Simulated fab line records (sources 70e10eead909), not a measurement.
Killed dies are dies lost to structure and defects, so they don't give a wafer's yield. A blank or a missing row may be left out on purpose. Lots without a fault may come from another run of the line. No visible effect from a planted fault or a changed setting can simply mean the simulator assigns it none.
What tool caused it? :: flow nand harc :: Sampling: 6 lots, 18 wafers, 2 of 1159 route steps

== WHAT EACH GAUGE READ, for each wafer ==
NHARC_P_ZERO_WELL_CD_MEAS_24 targets a cd of 720 nm.
lot: L256
measured: day 1 20:36
on: cd sem-01
cd nm (nm): 721.0 720.7 722.1

lot: L258
measured: day 2 08:36
on: cd sem-02
cd nm (nm): 720.5 720.1 719.2

lot: L267
measured: day 4 14:36
on: cd sem-01
cd nm (nm): 762.0 765.3 764.1

lot: L271
measured: day 5 14:27
on: cd sem-03
cd nm (nm): 720.5 718.7 720.8

lot: L275
measured: day 6 14:42
on: cd sem-03
cd nm (nm): 720.6 720.3 718.7

lot: L277
measured: day 7 02:36
on: cd sem-03
cd nm (nm): 719.4 715.7 718.1

== WHAT TOOL EACH LOT RAN ON (gives the tool, then ch and the chambers of the sampled wafers, and finally the start) ==
lot: L256
NHARC_P_ZERO_WELL_EXPOSE_21: krf scanner-03 ch 0, day 1 20:27

lot: L258
NHARC_P_ZERO_WELL_EXPOSE_21: krf scanner-02 ch 0, day 2 08:26

lot: L267
NHARC_P_ZERO_WELL_EXPOSE_21: krf scanner-03 ch 0, day 4 14:26

lot: L271
NHARC_P_ZERO_WELL_EXPOSE_21: krf scanner-01 ch 0, day 5 14:18

lot: L275
NHARC_P_ZERO_WELL_EXPOSE_21: krf scanner-02 ch 0, day 6 14:33

lot: L277
NHARC_P_ZERO_WELL_EXPOSE_21: krf scanner-02 ch 0, day 7 02:26
- NHARC_P_ZERO_WELL_EXPOSE_21: exposes mask P NWELL, target cd 720 nm.

== THE ANSWER, worked out from the rows above alone ==
Rule: the lots themselves supply what counts as usual. Put in order of their means at a reading, lots are off if they are a third of the lots or fewer, leave a main group of 4 or more, and stand apart from it by a gap of 3 or more times the standard deviation of the main group's means; of several such gaps the widest counts. A main group is skipped when, at the precision printed for the reading in the tables above, its means are all equal. Also off: a lot with no number at a reading for which 4 or more lots have one. All remaining lots with rows at the step are treated as sound.
Off: L267, at NHARC_P_ZERO_WELL_CD_MEAS_24 (cd nm). For the main group the mean is 719.8 nm and the standard deviation 1.1.
A tool fits if, at a process step before that reading, it ran every lot that is off, and no sound lot after the first of them. Gauges at NHARC_P_ZERO_WELL_CD_MEAS_24: tried the same way as those tools. Can't be told from this: 2 tools fit, krf scanner-03 at NHARC_P_ZERO_WELL_EXPOSE_21, cd sem-01 at NHARC_P_ZERO_WELL_CD_MEAS_24.

== WHAT THE SIMULATOR PUT IN ==
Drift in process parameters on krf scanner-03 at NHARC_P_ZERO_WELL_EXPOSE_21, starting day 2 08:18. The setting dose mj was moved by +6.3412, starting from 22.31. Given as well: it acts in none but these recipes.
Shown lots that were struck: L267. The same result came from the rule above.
